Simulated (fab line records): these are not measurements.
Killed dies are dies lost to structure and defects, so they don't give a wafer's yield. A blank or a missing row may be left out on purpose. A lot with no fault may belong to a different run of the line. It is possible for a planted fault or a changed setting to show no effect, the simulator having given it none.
2 desks looking at one fault	flow n5 finfet	each desk holds nothing but its own numbers, with what lay behind them at the end

== FOR THE TOOL OWNER'S DESK: euv scanner-01 ==
The tool's own readings at N5_BEOL_M9_EXPOSE_25 (exposes mask V8): means of the sampled wafers that have a number, for each lot that ran on this tool. If a lot's mean is further than 4 standard deviations from the usual mean, the lot is out of limits and carries the mark OUT (the distance appears in the brackets).
Columns: A = reticle temp C at N5_BEOL_M9_EXPOSE_25, usual 23.00 C; B = stage msd nm at N5_BEOL_M9_EXPOSE_25, usual 0.839 nm
lot	first seen here	A	B
L535	day 15 02:53	22.91	0.821
L537	day 15 13:36	22.86	0.818
L539	day 15 21:55	22.98	0.819
L545	day 17 03:27	22.89	0.815
L542	day 17 12:50	22.98	0.814
L544	day 17 16:37	23.04	0.812
L549	day 18 23:16	22.98	0.804
This desk's finding: nothing out of limits on any of the 7 lots.

== THE METROLOGY DESK ==
What the gauges read for every lot (on any tool): the sampled wafers with a number, averaged. If a lot's mean is further than 4 standard deviations from the usual mean, the lot is out of limits and carries the mark OUT (the distance appears in the brackets).
Columns: A = V8_OVL at N5_BEOL_M9_OVL_MEAS_29, usual -0.1 nm
lot	first seen here	A
L530	day 14 02:02	0.3
L529	day 14 09:01	-0.3
L535	day 15 03:03	-0.1
L534	day 15 12:31	-0.6
L537	day 15 13:46	0.4
L539	day 15 22:05	-0.9
L545	day 17 03:36	-1.1
L542	day 17 12:59	0.1
L544	day 17 16:46	-0.2
L549	day 18 23:26	5.4 (+7.0) OUT
L550	day 19 01:43	0.1
This desk's result: L549 out of limits, first on L549 (V8_OVL at N5_BEOL_M9_OVL_MEAS_29), day 18 23:26. L530, L529, L535, L534, L537, L539, L545, L542, L544, L550: within limits.

== ALL TOGETHER ==
An alarm was possible from the metrology desk at day 18 23:26, on L549.
The tool owner's desk saw nothing out of limits.
Tool owner's desk: L549 on record, inside its limits.
Every lot named ran N5_BEOL_M9_EXPOSE_25 on euv scanner-01.

== WHAT WAS PUT IN BY THE SIMULATOR ==
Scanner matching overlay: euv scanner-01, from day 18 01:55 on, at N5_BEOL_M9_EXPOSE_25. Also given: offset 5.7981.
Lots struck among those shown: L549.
Delay in hours, fault start to first out-of-limits reading, per desk: metrology desk 22.
